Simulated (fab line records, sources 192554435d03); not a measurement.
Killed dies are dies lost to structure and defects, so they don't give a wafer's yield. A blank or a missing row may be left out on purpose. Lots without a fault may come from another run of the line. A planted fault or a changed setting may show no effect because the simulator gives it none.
Which tool did it? | flow n5_finfet | 24 lots, 72 wafers sampled, at 6 steps of a route of 1938

WHAT THE GAUGES READ, wafer by wafer
N5_ILD0_THK_MEAS_13.
lot  | measured    | on            | thk_nm (nm)
L074 | day 3 16:26 | film_metro-01 | 18.5 15.8 17.4
L075 | day 4 01:52 | film_metro-01 | 16.5 18.5 17.3
L076 | day 4 07:38 | film_metro-02 | 17.6 18.3 16.9
L077 | day 4 10:41 | film_metro-01 | 16.1 18.6 16.4
L078 | day 4 15:53 | film_metro-02 | 16.0 16.4 15.2
L079 | day 4 22:02 | film_metro-02 | 16.9 16.7 16.3
L080 | day 5 05:23 | film_metro-01 | 17.1 18.0 19.8
L081 | day 5 12:59 | film_metro-01 | 17.0 18.0 19.2
L082 | day 5 16:04 | film_metro-02 | 18.0 17.4 16.8
L083 | day 6 00:17 | film_metro-01 | 16.7 16.3 16.0
L084 | day 6 09:04 | film_metro-01 | 18.4 18.1 19.3
L085 | day 6 16:08 | film_metro-01 | 17.0 16.4 17.6
L086 | day 6 19:45 | film_metro-01 | 17.2 18.3 17.7
L087 | day 7 03:28 | film_metro-02 | 17.5 18.9 19.1
L088 | day 7 04:33 | film_metro-01 | 18.3 19.5 18.7
L089 | day 7 08:56 | film_metro-01 | 16.5 18.2 17.4
L090 | day 7 16:40 | film_metro-02 | 16.3 17.4 16.5
L091 | day 7 22:22 | film_metro-01 | 17.9 19.6 18.9
L092 | day 8 04:31 | film_metro-02 | 16.7 17.2 16.7
L093 | day 8 11:55 | film_metro-01 | 16.9 17.1 16.8
L094 | day 8 18:07 | film_metro-02 | 16.0 16.2 16.4
L095 | day 9 01:03 | film_metro-01 | 18.1 18.9 17.8
L096 | day 9 08:18 | film_metro-01 | 17.1 16.8 18.8
L097 | day 9 15:18 | film_metro-02 | 17.2 17.9 17.8

N5_SDB_INSPECT_36: inspects for defects (darkfield).
lot  | measured    | on                | raw_defect_count
L074 | day 3 21:31 | defect_inspect-01 | 42 41 58
L075 | day 4 06:21 | defect_inspect-01 | 35 38 44
L076 | day 4 12:14 | defect_inspect-01 | 38 38 59
L077 | day 4 15:42 | defect_inspect-01 | 103 36 91
L078 | day 4 20:56 | defect_inspect-02 | 47 57 31
L079 | day 5 03:05 | defect_inspect-01 | 17 31 78
L080 | day 5 10:22 | defect_inspect-02 | 36 20 21
L081 | day 5 17:27 | defect_inspect-02 | 32 55 45
L082 | day 5 20:34 | defect_inspect-01 | 34 49 34
L083 | day 6 04:55 | defect_inspect-01 | 56 69 35
L084 | day 6 13:43 | defect_inspect-01 | 79 67 89
L085 | day 6 20:32 | defect_inspect-01 | 59 23 42
L086 | day 7 00:16 | defect_inspect-02 | 56 57 26
L087 | day 7 10:21 | defect_inspect-01 | 35 52 31
L088 | day 7 11:18 | defect_inspect-01 | 17 18 53
L089 | day 7 13:17 | defect_inspect-01 | 24 55 34
L090 | day 7 21:08 | defect_inspect-01 | 22 26 29
L091 | day 8 02:52 | defect_inspect-01 | 34 20 27
L092 | day 8 12:58 | defect_inspect-02 | 11 37 36
L093 | day 8 17:52 | defect_inspect-01 | 22 25 37
L094 | day 8 22:43 | defect_inspect-01 | 39 40 22
L095 | day 9 06:17 | defect_inspect-01 | 51 46 54
L096 | day 9 12:38 | defect_inspect-01 | 44 58 62
L097 | day 9 20:41 | defect_inspect-01 | 36 46 59

N5_HKMG_FIN_INSPECT_61: inspects for defects (macro).
lot  | measured    | on                | raw_defect_count
L074 | day 3 23:11 | defect_inspect-02 | 1 3 2
L075 | day 4 07:56 | defect_inspect-01 | 1 2 1
L076 | day 4 13:49 | defect_inspect-02 | 1 4 0
L077 | day 4 17:17 | defect_inspect-01 | 3 4 3
L078 | day 4 22:34 | defect_inspect-01 | 0 1 2
L079 | day 5 04:41 | defect_inspect-01 | 1 2 2
L080 | day 5 12:29 | defect_inspect-02 | 0 6 4
L081 | day 5 19:07 | defect_inspect-02 | 2 6 1
L082 | day 5 22:21 | defect_inspect-02 | 1 2 3
L083 | day 6 06:30 | defect_inspect-02 | 5 1 3
L084 | day 6 15:19 | defect_inspect-02 | 0 4 3
L085 | day 6 22:44 | defect_inspect-02 | 3 3 7
L086 | day 7 01:52 | defect_inspect-01 | 0 6 5
L087 | day 7 12:13 | defect_inspect-01 | 0 1 3
L088 | day 7 12:56 | defect_inspect-01 | 1 2 2
L089 | day 7 14:58 | defect_inspect-01 | 0 2 1
L090 | day 7 22:44 | defect_inspect-02 | 1 5 2
L091 | day 8 04:28 | defect_inspect-01 | 3 2 0
L092 | day 8 14:34 | defect_inspect-02 | 1 1 2
L093 | day 8 19:34 | defect_inspect-01 | 1 1 1
L094 | day 9 00:18 | defect_inspect-01 | 2 3 2
L095 | day 9 07:45 | defect_inspect-02 | 2 2 3
L096 | day 9 14:13 | defect_inspect-01 | 2 2 2
L097 | day 9 22:19 | defect_inspect-02 | 2 1 1

WHICH TOOL RAN EACH LOT (tool, then ch and the chambers of the sampled wafers, then the start)
lot  | N5_SD_EPI_P_ETCH_47               | N5_SD_EPI_P_ETCH_16               | N5_SDB_DESCUM_16
L074 | rie_diel-04 ch 0,2, day 3 06:12   | rie_diel-04 ch 0,2, day 3 06:18   | rie_diel-01 ch 1,3, day 3 17:11
L075 | rie_diel-04 ch 1,2,3, day 3 15:40 | rie_diel-04 ch 1,2,3, day 3 15:46 | rie_diel-02 ch 1,2,3, day 4 02:28
L076 | rie_diel-03 ch 2,3, day 3 21:13   | rie_diel-03 ch 2,3, day 3 21:19   | rie_diel-02 ch 0,2,3, day 4 08:14
L077 | rie_diel-06 ch 0,1,3, day 4 00:28 | rie_diel-06 ch 0,1,3, day 4 00:34 | rie_diel-05 ch 0,2,3, day 4 11:50
L078 | rie_diel-04 ch 0,1,3, day 4 05:28 | rie_diel-04 ch 0,1,3, day 4 05:34 | rie_diel-01 ch 1,2, day 4 16:29
L079 | rie_diel-04 ch 1,2,3, day 4 11:47 | rie_diel-04 ch 1,2,3, day 4 11:53 | rie_diel-05 ch 0,3, day 4 22:43
L080 | rie_diel-06 ch 1,2,3, day 4 18:50 | rie_diel-06 ch 1,2,3, day 4 18:56 | rie_diel-02 ch 0,1,2, day 5 05:59
L081 | rie_diel-06 ch 1,2,3, day 5 01:59 | rie_diel-06 ch 1,2,3, day 5 02:05 | rie_diel-01 ch 0,1, day 5 13:35
L082 | rie_diel-04 ch 1,2,3, day 5 05:41 | rie_diel-04 ch 1,2,3, day 5 05:47 | rie_diel-01 ch 0,1,2, day 5 16:40
L083 | rie_diel-06 ch 2,3, day 5 13:44   | rie_diel-06 ch 2,3, day 5 13:50   | rie_diel-02 ch 0,1,2, day 6 00:53
L084 | rie_diel-03 ch 0,1,3, day 5 21:56 | rie_diel-03 ch 0,1,3, day 5 22:02 | rie_diel-05 ch 1,2, day 6 09:34
L085 | rie_diel-04 ch 0,2,3, day 6 05:56 | rie_diel-04 ch 0,2,3, day 6 06:02 | rie_diel-01 ch 2,3, day 6 16:37
L086 | rie_diel-03 ch 2,3, day 6 09:34   | rie_diel-03 ch 2,3, day 6 09:40   | rie_diel-01 ch 1,2,3, day 6 20:21
L087 | rie_diel-04 ch 0,2, day 6 17:14   | rie_diel-04 ch 0,2, day 6 17:20   | rie_diel-02 ch 2,3, day 7 05:07
L088 | rie_diel-03 ch 1,2,3, day 6 18:12 | rie_diel-03 ch 1,2,3, day 6 18:18 | rie_diel-05 ch 0,1,2, day 7 06:14
L089 | rie_diel-03 ch 0,2,3, day 6 22:44 | rie_diel-03 ch 0,2,3, day 6 22:50 | rie_diel-02 ch 1,2,3, day 7 09:25
L090 | rie_diel-04 ch 0,1, day 7 06:02   | rie_diel-04 ch 0,1, day 7 06:08   | rie_diel-02 ch 2,3, day 7 17:17
L091 | rie_diel-04 ch 0,1,2, day 7 11:32 | rie_diel-04 ch 0,1,2, day 7 11:38 | rie_diel-01 ch 0,1,2, day 7 22:58
L092 | rie_diel-06 ch 1,2, day 7 18:17   | rie_diel-06 ch 1,2, day 7 18:23   | rie_diel-02 ch 1,2, day 8 06:59
L093 | rie_diel-03 ch 1,2,3, day 8 00:40 | rie_diel-03 ch 1,2,3, day 8 00:46 | rie_diel-05 ch 0,1, day 8 13:02
L094 | rie_diel-04 ch 1,3, day 8 05:44   | rie_diel-04 ch 1,3, day 8 05:50   | rie_diel-05 ch 0,1,3, day 8 18:43
L095 | rie_diel-06 ch 1,2,3, day 8 14:13 | rie_diel-06 ch 1,2,3, day 8 14:19 | rie_diel-05 ch 1,2,3, day 9 01:59
L096 | rie_diel-04 ch 1,2,3, day 8 20:42 | rie_diel-04 ch 1,2,3, day 8 20:48 | rie_diel-02 ch 0,1,3, day 9 08:47
L097 | rie_diel-04 ch 0,1,3, day 9 03:32 | rie_diel-04 ch 0,1,3, day 9 03:38 | rie_diel-02 ch 0,1,3, day 9 15:47
- N5_SD_EPI_P_ETCH_47: etches SiOCN in CH3F/O2, target depth 25 nm.
- N5_SD_EPI_P_ETCH_16: etches SiO2 in CHF3/O2, target depth 5 nm.
- N5_SDB_DESCUM_16: chemistry O2, time 7.9 s.

WHAT THE TOOLS THEMSELVES READ (means of the sampled wafers that have a number; where no wafer has one, the mark that the record gives instead)
N5_SD_EPI_P_ETCH_47.
lot  | tool        | drypump_motor_current_A (A) | oes_ar_750_au (a.u.) | oes_product_au (a.u.) | rf_vpp_V (V) | showerhead_plenum_p_Torr (Torr) | throttle_valve_pct (%)
L074 | rie_diel-04 | 5.6                         | 0.79                 | 0.80                  | 128.7        | 1.94                            | 16.33
L075 | rie_diel-04 | 5.1                         | 0.72                 | 0.71                  | 126.8        | 2.00                            | 16.59
L076 | rie_diel-03 | 5.4                         | 0.77                 | 0.77                  | 127.8        | 2.03                            | 16.49
L077 | rie_diel-06 | 5.7                         | 0.78                 | 0.78                  | 125.2        | 2.01                            | 16.33
L078 | rie_diel-04 | 5.5                         | 0.76                 | 0.75                  | 129.3        | 1.99                            | 16.51
L079 | rie_diel-04 | 5.1                         | 0.81                 | 0.81                  | 126.1        | 2.00                            | 16.44
L080 | rie_diel-06 | 5.5                         | 0.74                 | 0.74                  | 126.9        | 1.99                            | 16.45
L081 | rie_diel-06 | 5.5                         | 0.73                 | 0.73                  | 125.1        | 1.99                            | 16.46
L082 | rie_diel-04 | 5.1                         | 0.80                 | 0.80                  | 125.2        | 2.00                            | 16.45
L083 | rie_diel-06 | 5.4                         | 0.70                 | 0.70                  | 125.9        | 2.01                            | 16.39
L084 | rie_diel-03 | 5.7                         | 0.75                 | 0.76                  | 127.4        | 1.91                            | 16.36
L085 | rie_diel-04 | 5.2                         | 0.82                 | 0.84                  | 128.2        | 1.96                            | 16.27
L086 | rie_diel-03 | 5.3                         | 0.75                 | 0.75                  | 126.6        | 2.02                            | 16.52
L087 | rie_diel-04 | 5.2                         | 0.89                 | 0.89                  | 127.0        | 1.95                            | 16.15
L088 | rie_diel-03 | 5.5                         | 0.74                 | 0.74                  | 128.9        | 1.99                            | 16.43
L089 | rie_diel-03 | 5.5                         | 0.75                 | 0.75                  | 127.7        | 1.95                            | 16.48
L090 | rie_diel-04 | 5.9                         | 0.77                 | 0.76                  | 130.4        | 1.96                            | 16.49
L091 | rie_diel-04 | 5.4                         | 0.80                 | 0.80                  | 127.3        | 1.97                            | 16.41
L092 | rie_diel-06 | 5.7                         | 0.73                 | 0.71                  | 126.8        | 1.97                            | 16.46
L093 | rie_diel-03 | 5.5                         | 0.73                 | 0.73                  | 128.6        | 1.99                            | 16.45
L094 | rie_diel-04 | 5.3                         | 0.92                 | 0.92                  | 126.8        | 2.02                            | 16.41
L095 | rie_diel-06 | 5.5                         | 0.80                 | 0.81                  | 125.0        | 1.99                            | 16.31
L096 | rie_diel-04 | 5.1                         | 0.86                 | 0.86                  | 126.6        | 1.99                            | 16.33
L097 | rie_diel-04 | 5.5                         | 0.83                 | 0.83                  | 128.8        | 1.98                            | 16.40

N5_SD_EPI_P_ETCH_16.
lot  | tool        | drypump_motor_current_A (A) | oes_ar_750_au (a.u.) | oes_product_au (a.u.) | rf_vpp_V (V) | showerhead_plenum_p_Torr (Torr) | throttle_valve_pct (%)
L074 | rie_diel-04 | 5.6                         | 0.80                 | 0.80                  | 531          | 2.35                            | 18.91
L075 | rie_diel-04 | 5.1                         | 0.72                 | 0.71                  | 519          | 2.42                            | 19.18
L076 | rie_diel-03 | 5.3                         | 0.77                 | 0.77                  | 524          | 2.44                            | 19.07
L077 | rie_diel-06 | 5.8                         | 0.78                 | 0.77                  | 518          | 2.41                            | 18.90
L078 | rie_diel-04 | 5.5                         | 0.75                 | 0.75                  | 528          | 2.40                            | 19.10
L079 | rie_diel-04 | 5.1                         | 0.81                 | 0.80                  | 519          | 2.41                            | 19.04
L080 | rie_diel-06 | 5.5                         | 0.74                 | 0.74                  | 517          | 2.40                            | 19.03
L081 | rie_diel-06 | 5.5                         | 0.74                 | 0.74                  | 518          | 2.40                            | 19.03
L082 | rie_diel-04 | 5.1                         | 0.79                 | 0.79                  | 518          | 2.41                            | 19.05
L083 | rie_diel-06 | 5.4                         | 0.70                 | 0.71                  | 518          | 2.43                            | 18.95
L084 | rie_diel-03 | 5.7                         | 0.75                 | 0.76                  | 525          | 2.31                            | 18.94
L085 | rie_diel-04 | 5.2                         | 0.83                 | 0.82                  | 522          | 2.37                            | 18.87
L086 | rie_diel-03 | 5.4                         | 0.75                 | 0.74                  | 524          | 2.44                            | 19.10
L087 | rie_diel-04 | 5.2                         | 0.88                 | 0.88                  | 522          | 2.35                            | 18.75
L088 | rie_diel-03 | 5.5                         | 0.74                 | 0.74                  | 529          | 2.39                            | 18.99
L089 | rie_diel-03 | 5.5                         | 0.75                 | 0.75                  | 522          | 2.34                            | 19.07
L090 | rie_diel-04 | 5.8                         | 0.77                 | 0.76                  | 533          | 2.36                            | 19.06
L091 | rie_diel-04 | 5.5                         | 0.80                 | 0.80                  | 526          | 2.38                            | 19.01
L092 | rie_diel-06 | 5.7                         | 0.72                 | 0.72                  | 521          | 2.38                            | 19.04
L093 | rie_diel-03 | 5.4                         | 0.73                 | 0.73                  | 529          | 2.39                            | 19.01
L094 | rie_diel-04 | 5.3                         | 0.92                 | 0.91                  | 523          | 2.43                            | 19.04
L095 | rie_diel-06 | 5.5                         | 0.80                 | 0.81                  | 517          | 2.39                            | 18.90
L096 | rie_diel-04 | 5.1                         | 0.86                 | 0.86                  | 517          | 2.40                            | 18.96
L097 | rie_diel-04 | 5.5                         | 0.83                 | 0.83                  | 528          | 2.38                            | 18.99

N5_SDB_DESCUM_16.
lot  | tool        | drypump_motor_current_A (A) | oes_product_au (a.u.) | rf_vpp_V (V) | showerhead_plenum_p_Torr (Torr) | throttle_valve_pct (%)
L074 | rie_diel-01 | 6.1                         | 0.70                  | 243.6        | 2.13                            | 20.73
L075 | rie_diel-02 | 6.1                         | 0.82                  | 244.3        | 2.13                            | 20.28
L076 | rie_diel-02 | 6.3                         | 0.84                  | 243.5        | 2.11                            | 20.25
L077 | rie_diel-05 | 5.6                         | 0.79                  | 243.7        | 2.13                            | 20.47
L078 | rie_diel-01 | 5.4                         | 0.75                  | 244.1        | 2.16                            | 20.66
L079 | rie_diel-05 | 5.5                         | 0.85                  | 244.9        | 2.18                            | 20.44
L080 | rie_diel-02 | 5.9                         | 0.83                  | 242.8        | 2.10                            | 20.23
L081 | rie_diel-01 | 6.1                         | 0.71                  | 242.2        | 2.05                            | 20.81
L082 | rie_diel-01 | 5.6                         | 0.73                  | 242.6        | 2.08                            | 20.70
L083 | rie_diel-02 | 5.9                         | 0.82                  | 243.8        | 2.10                            | 20.25
L084 | rie_diel-05 | 5.9                         | 0.70                  | 242.3        | 2.07                            | 20.46
L085 | rie_diel-01 | 5.2                         | 0.82                  | 244.1        | 2.16                            | 20.51
L086 | rie_diel-01 | 5.7                         | 0.81                  | 243.8        | 2.13                            | 20.63
L087 | rie_diel-02 | 6.4                         | 0.84                  | 243.5        | 2.17                            | 20.27
L088 | rie_diel-05 | 5.8                         | 0.70                  | 243.1        | 2.07                            | 20.40
L089 | rie_diel-02 | 6.1                         | 0.79                  | 243.9        | 2.12                            | 20.33
L090 | rie_diel-02 | 6.5                         | 0.83                  | 244.7        | 2.17                            | 20.26
L091 | rie_diel-01 | 5.6                         | 0.80                  | 244.4        | 2.16                            | 20.59
L092 | rie_diel-02 | 6.0                         | 0.82                  | 243.9        | 2.16                            | 20.26
L093 | rie_diel-05 | 5.8                         | 0.70                  | 243.1        | 2.06                            | 20.37
L094 | rie_diel-05 | 5.8                         | 0.76                  | 243.2        | 2.12                            | 20.39
L095 | rie_diel-05 | 5.8                         | 0.88                  | 243.3        | 2.12                            | 20.36
L096 | rie_diel-02 | 6.0                         | 0.74                  | 242.2        | 2.05                            | 20.39
L097 | rie_diel-02 | 6.0                         | 0.74                  | 242.8        | 2.05                            | 20.39

THE ANSWER, worked out from the rows above alone
Rule: what is usual is taken from the lots themselves. Put in order of their means at a reading, lots are off if they are a third of the lots or fewer, leave a main group of 4 or more, and stand apart from it by a gap of 3 or more times the standard deviation of the main group's means; of several such gaps the widest counts. A main group whose means are all the same, to the digits that the tables above print for the reading, isn't used. A lot without any number at a reading at which 4 lots or more have one is off too. The other lots that the step has rows for count as sound. The gauges are gone through in route order, then the tools' own readings, and for those a lot's mean is taken as printed above. The first step at which some lot is off is used, and at that step the reading that is off furthest; a lot without a number counts as furthest.
No lot is off at any reading shown: from this, nothing can be told.

WHAT THE SIMULATOR HAD PUT IN
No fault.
